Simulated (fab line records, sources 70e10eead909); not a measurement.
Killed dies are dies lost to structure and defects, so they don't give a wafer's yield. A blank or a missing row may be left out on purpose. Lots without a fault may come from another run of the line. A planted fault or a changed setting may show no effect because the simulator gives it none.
Which tool did it? | flow nand_harc | 12 lots, 36 wafers sampled, at 5 steps of a route of 1302

WHAT THE GAUGES READ, wafer by wafer
NHARC_END_SORT_01.
lot  | measured     | on        | killed_at_array | killed_at_other | killed_at_periphery | killed_dies | killed_open | killed_short
L288 | day 30 12:04 | prober-02 | 36 24 25        | 0 0 0           | 3 6 8               | 39 30 33    | 3 3 3       | 4 3 3

WHICH TOOL RAN EACH LOT (tool, then ch and the chambers of the sampled wafers, then the start)
lot  | NHARC_A_STAIRCASE_HM_OPEN_460                 | NHARC_A_STAIRCASE_STRIP_295                   | NHARC_A_STAIRCASE_DEP_322       | NHARC_A_STAIRCASE_DEP_325
L275 | rie_diel-04 ch 0,3, day 17 23:11 or earlier   | rie_diel-04 ch 0,3, day 17 23:11 or earlier   | pecvd-02 ch 1,2, day 17 23:11   | pecvd-04 ch 0,1, day 18 06:39
L282 | rie_diel-04 ch 0,2,3, day 21 02:04 or earlier | rie_diel-04 ch 0,2, day 21 02:04 or earlier   | pecvd-02 ch 0,1,2, day 21 02:04 | pecvd-02 ch 0,1,2, day 21 12:16
L283 | rie_diel-04 ch 0,2,3, day 21 09:20 or earlier | rie_diel-04 ch 0,2, day 21 09:20 or earlier   | pecvd-04 ch 1,2, day 21 09:20   | pecvd-02 ch 0,1, day 21 19:28
L287 | rie_diel-04 ch 0,2,3, day 22 02:02 or earlier | rie_diel-04 ch 0,3, day 22 02:02 or earlier   | pecvd-04 ch 0,2, day 22 02:02   | pecvd-04 ch 0,2, day 22 09:20
L286 | rie_diel-12 ch 0,1,2, day 22 02:02 or earlier | rie_diel-12 ch 1,2,3, day 22 02:02 or earlier | pecvd-02 ch 1,2, day 22 02:02   | pecvd-02 ch 1,2, day 22 09:14
L288 | rie_diel-04 ch 0,1,3, day 23 19:44 or earlier | rie_diel-04 ch 0,1,3, day 23 19:44 or earlier | pecvd-04 ch 0,1,2, day 23 19:44 | pecvd-04 ch 0,1,2, day 24 05:47
L291 | rie_diel-11 ch 0,1,2, day 24 18:34 or earlier | rie_diel-11 ch 0,3, day 24 18:34 or earlier   | pecvd-02 ch 1,2, day 24 18:34   | pecvd-02 ch 0,1, day 25 01:53
L294 | rie_diel-12 ch 0,1,2, day 25 07:50 or earlier | rie_diel-12 ch 0,3, day 25 07:50 or earlier   | pecvd-02 ch 0,1, day 25 07:50   | pecvd-03 ch 1,2, day 25 15:49
L293 | rie_diel-12 ch 0,1,2, day 25 18:41 or earlier | rie_diel-12 ch 1,3, day 25 18:41 or earlier   | pecvd-04 ch 0,1,2, day 25 18:41 | pecvd-02 ch 1,2, day 26 07:37
L295 | rie_diel-12 ch 0,3, day 26 04:44 or earlier   | rie_diel-12 ch 0,2,3, day 26 04:44 or earlier | pecvd-04 ch 0,1, day 26 04:44   | pecvd-02 ch 0,2, day 26 13:22
L298 | rie_diel-12 ch 0,1,2, day 27 12:41 or earlier | rie_diel-12 ch 1,3, day 27 12:41 or earlier   | pecvd-03 ch 0,2, day 27 12:41   | pecvd-03 ch 0,1,2, day 27 20:18
L297 | rie_diel-11 ch 1,2,3, day 28 20:14 or earlier | rie_diel-11 ch 0,1, day 28 20:14 or earlier   | pecvd-02 ch 0,2, day 28 20:14   | pecvd-02 ch 0,1,2, day 29 04:53
- NHARC_A_STAIRCASE_HM_OPEN_460: chemistry O2/COS.
- NHARC_A_STAIRCASE_STRIP_295: strips in O2.
- NHARC_A_STAIRCASE_DEP_322: deposits SiO2, target thk 7200 nm.
- NHARC_A_STAIRCASE_DEP_325: deposits SiO2, target thk 7200 nm.

WHAT THE TOOLS THEMSELVES READ (means of the sampled wafers that have a number; where no wafer has one, the mark that the record gives instead)
NHARC_A_STAIRCASE_HM_OPEN_460.
lot  | tool        | drypump_motor_current_A (A) | oes_product_au (a.u.) | rf_vpp_V (V) | showerhead_plenum_p_Torr (Torr) | throttle_valve_pct (%)
L275 | rie_diel-04 | 5.5                         | 1.001                 | 466.6        | 3.11                            | 28.328
L282 | rie_diel-04 | 5.8                         | 1.000                 | 467.9        | 3.17                            | 28.325
L283 | rie_diel-04 | 5.8                         | 0.997                 | 467.4        | 3.17                            | 28.323
L287 | rie_diel-04 | 5.8                         | 1.001                 | 467.9        | 3.16                            | 28.332
L286 | rie_diel-12 | 5.3                         | 1.003                 | 467.8        | 3.14                            | 28.329
L288 | rie_diel-04 | 5.9                         | 0.999                 | 465.8        | 3.06                            | 28.329
L291 | rie_diel-11 | 6.2                         | 1.004                 | 469.0        | 3.20                            | 28.324
L294 | rie_diel-12 | 5.3                         | 0.991                 | 466.9        | 3.13                            | 28.326
L293 | rie_diel-12 | 5.3                         | 0.992                 | 466.9        | 3.13                            | 28.325
L295 | rie_diel-12 | 5.7                         | 0.997                 | 464.2        | 3.01                            | 28.331
L298 | rie_diel-12 | 5.3                         | 0.991                 | 466.2        | 3.12                            | 28.330
L297 | rie_diel-11 | 5.8                         | 1.001                 | 467.5        | 3.14                            | 28.333

NHARC_A_STAIRCASE_STRIP_295.
lot  | tool        | drypump_motor_current_A (A) | oes_product_au (a.u.) | rf_vpp_V (V) | showerhead_plenum_p_Torr (Torr) | throttle_valve_pct (%)
L275 | rie_diel-04 | 5.7                         | 0.995                 | 57.8         | 3.63                            | 17.036
L282 | rie_diel-04 | 5.9                         | 0.992                 | 57.6         | 3.54                            | 17.037
L283 | rie_diel-04 | 5.9                         | 0.992                 | 58.0         | 3.54                            | 17.035
L287 | rie_diel-04 | 5.8                         | 1.004                 | 58.1         | 3.61                            | 17.040
L286 | rie_diel-12 | 5.7                         | 0.999                 | 58.2         | 3.54                            | 17.039
L288 | rie_diel-04 | 6.0                         | 0.997                 | 57.0         | 3.46                            | 17.043
L291 | rie_diel-11 | 5.9                         | 1.005                 | 56.9         | 3.56                            | 17.035
L294 | rie_diel-12 | 5.4                         | 0.999                 | 57.1         | 3.42                            | 17.032
L293 | rie_diel-12 | 5.7                         | 0.991                 | 57.3         | 3.52                            | 17.035
L295 | rie_diel-12 | 5.5                         | 0.994                 | 57.7         | 3.47                            | 17.039
L298 | rie_diel-12 | 5.7                         | 1.002                 | 57.8         | 3.51                            | 17.033
L297 | rie_diel-11 | 6.3                         | 1.011                 | 57.8         | 3.61                            | 17.042

NHARC_A_STAIRCASE_DEP_322.
lot  | tool     | heater_power_w (W) | mfc_precursor_sccm (sccm)
L275 | pecvd-02 | 595                | 199.7
L282 | pecvd-02 | 708                | 200.4
L283 | pecvd-04 | 678                | 200.6
L287 | pecvd-04 | 611                | 199.9
L286 | pecvd-02 | 704                | 200.9
L288 | pecvd-04 | 700                | 200.1
L291 | pecvd-02 | 628                | 199.7
L294 | pecvd-02 | 775                | 199.9
L293 | pecvd-04 | 600                | 199.7
L295 | pecvd-04 | 569                | 199.8
L298 | pecvd-03 | 670                | 200.0
L297 | pecvd-02 | 675                | 199.6

NHARC_A_STAIRCASE_DEP_325.
lot  | tool     | heater_power_w (W) | mfc_precursor_sccm (sccm)
L275 | pecvd-04 | 629                | 199.9
L282 | pecvd-02 | 683                | 255.1
L283 | pecvd-02 | 737                | 254.9
L287 | pecvd-04 | 607                | 200.3
L286 | pecvd-02 | 689                | 255.7
L288 | pecvd-04 | 682                | 200.0
L291 | pecvd-02 | 729                | 200.1
L294 | pecvd-03 | 778                | 200.8
L293 | pecvd-02 | 620                | 199.9
L295 | pecvd-02 | 611                | 199.8
L298 | pecvd-03 | 646                | 199.5
L297 | pecvd-02 | 695                | 200.3

THE ANSWER, worked out from the rows above alone
Rule: what is usual is taken from the lots themselves. Put in order of their means at a reading, lots are off if they are a third of the lots or fewer, leave a main group of 4 or more, and stand apart from it by a gap of 3 or more times the standard deviation of the main group's means; of several such gaps the widest counts. A main group whose means are all the same, to the digits that the tables above print for the reading, isn't used. A lot without any number at a reading at which 4 lots or more have one is off too. The other lots that the step has rows for count as sound. The gauges are gone through in route order, then the tools' own readings, and for those a lot's mean is taken as printed above. The first step at which some lot is off is used, and at that step the reading that is off furthest; a lot without a number counts as furthest.
Off: L282, L283, L286, at NHARC_A_STAIRCASE_DEP_325 (mfc_precursor_sccm). The main group: mean 200.1 sccm, standard deviation 0.35.
A tool fits if, at that step or a process step before it, it ran every lot that is off, and no sound lot after the first of them. NHARC_A_STAIRCASE_HM_OPEN_460 gives no start for some lots, so the hours and the order of its lots are those of NHARC_A_STAIRCASE_DEP_322. NHARC_A_STAIRCASE_STRIP_295 gives no start for some lots, so the hours and the order of its lots are those of NHARC_A_STAIRCASE_DEP_322. None of those tried fits.

WHAT THE SIMULATOR HAD PUT IN
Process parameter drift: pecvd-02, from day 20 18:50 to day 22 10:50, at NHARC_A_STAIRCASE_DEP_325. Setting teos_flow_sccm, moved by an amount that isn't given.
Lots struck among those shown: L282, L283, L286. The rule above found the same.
